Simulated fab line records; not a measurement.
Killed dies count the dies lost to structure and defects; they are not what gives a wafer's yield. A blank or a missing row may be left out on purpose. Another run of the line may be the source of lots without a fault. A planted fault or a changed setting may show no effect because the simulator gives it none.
Matching of chambers :: flow nand-harc :: ald-hk-03 running NHARC_A_STAIRCASE_ALD_420: 4 sister chambers
The step deposits SiO2, target thk 20 nm, pulse time 6 s, ald cycles 200. 4 wafers are shown with their chamber, then 10 later ones without.

WAFERS WITH THEIR CHAMBER
wafer: L081.1
chamber: 2
heater-power-w (W): 412

wafer: L081.4
chamber: 0
heater-power-w (W): 539

wafer: L084.1
chamber: 1
heater-power-w (W): 549

wafer: L084.4
chamber: 3
heater-power-w (W): 564

WAFERS WHOSE CHAMBER IS MISSING
wafer: L084.6
heater-power-w (W): 413

wafer: L091.2
heater-power-w (W): 496

wafer: L091.4
heater-power-w (W): 512

wafer: L091.6
heater-power-w (W): 506

wafer: L092.2
heater-power-w (W): 522

wafer: L092.3
heater-power-w (W): 519

wafer: L092.6
heater-power-w (W): 556

wafer: L093.2
heater-power-w (W): 513

wafer: L093.3
heater-power-w (W): 565

wafer: L093.4
heater-power-w (W): 509

EACH ONE'S CHAMBER
wafer: L084.6
from the rows above: 2
in truth: 2

wafer: L091.2
from the rows above: can't be placed: 0 or 1 or 3 or 2
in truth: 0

wafer: L091.4
from the rows above: can't be placed: 0 or 1 or 3
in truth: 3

wafer: L091.6
from the rows above: can't be placed: 0 or 1 or 3
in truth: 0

wafer: L092.2
from the rows above: can't be placed: 0 or 1 or 3
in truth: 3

wafer: L092.3
from the rows above: can't be placed: 0 or 1 or 3
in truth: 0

wafer: L092.6
from the rows above: can't be placed: 1 or 3 or 0
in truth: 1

wafer: L093.2
from the rows above: can't be placed: 0 or 1 or 3
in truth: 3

wafer: L093.3
from the rows above: can't be placed: 3 or 1 or 0
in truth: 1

wafer: L093.4
from the rows above: can't be placed: 0 or 1 or 3
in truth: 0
Correct placement for 1 of the 10. Not placeable from these rows: 9 (in 9, the candidates include the true chamber). 0 placed wrongly.
How it was worked out, from the rows above alone: a wafer's distance from a chamber is the root of the sum, over the readings, of the square of ((its reading less the chamber's mean) divided by the reading's scatter). The wafer belongs to the nearest chamber; if the next one is less than 2 further off, it can't be placed. Each chamber's mean is taken over the wafers shown for it. The scatter (one wafer shown for each chamber): square how far every hidden wafer sits from the nearest shown wafer, average those squares and take the square root.
